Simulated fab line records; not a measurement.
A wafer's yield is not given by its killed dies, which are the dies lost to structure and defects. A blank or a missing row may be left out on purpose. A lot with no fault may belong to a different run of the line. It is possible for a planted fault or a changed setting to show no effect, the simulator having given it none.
Matching of chambers ; flow n5 finfet ; N5_BEOL_M10_ILD_DEP_00 on pecvd-04: 3 sister chambers
The step deposits SiCOH lowk from DEMS/porogen, target thk 308.51 nm, time 58 s. 3 wafers are shown with their chamber, then 8 later ones without.

== WAFERS WITH THEIR CHAMBER ==
wafer;chamber;throttle valve pct (%)
L085.2;1;15.5
L089.6;0;14.5
L092.1;2;13.8

== WAFERS WITHOUT THEIR CHAMBER ==
wafer;throttle valve pct (%)
L092.4;14.6
L092.5;14.1
L094.2;15.6
L094.5;15.4
L094.6;14.0
L096.4;15.7
L096.5;14.4
L096.6;13.9

== WHICH CHAMBER EACH WENT THROUGH ==
wafer;from the rows above;in truth
L092.4;0;0
L092.5;can't be placed: 2 or 0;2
L094.2;1;1
L094.5;1;1
L094.6;can't be placed: 2 or 0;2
L096.4;1;1
L096.5;0;0
L096.6;2;2
Placed correctly: 6 of 8. Can't be placed from these rows: 2 (the true chamber is among the candidates in 2). Wrongly placed: 0.
How it was worked out, from the rows above alone: a wafer's distance from a chamber is the root of the sum, over the readings, of the square of ((its reading less the chamber's mean) divided by the reading's scatter). If the next closest chamber is less than 2 further off than the closest, the wafer can't be placed; otherwise it belongs to the closest. Each chamber's mean is taken over the wafers shown for it. The scatter: root of mean squared gap, hidden wafer to nearest shown wafer, with one shown wafer a chamber.
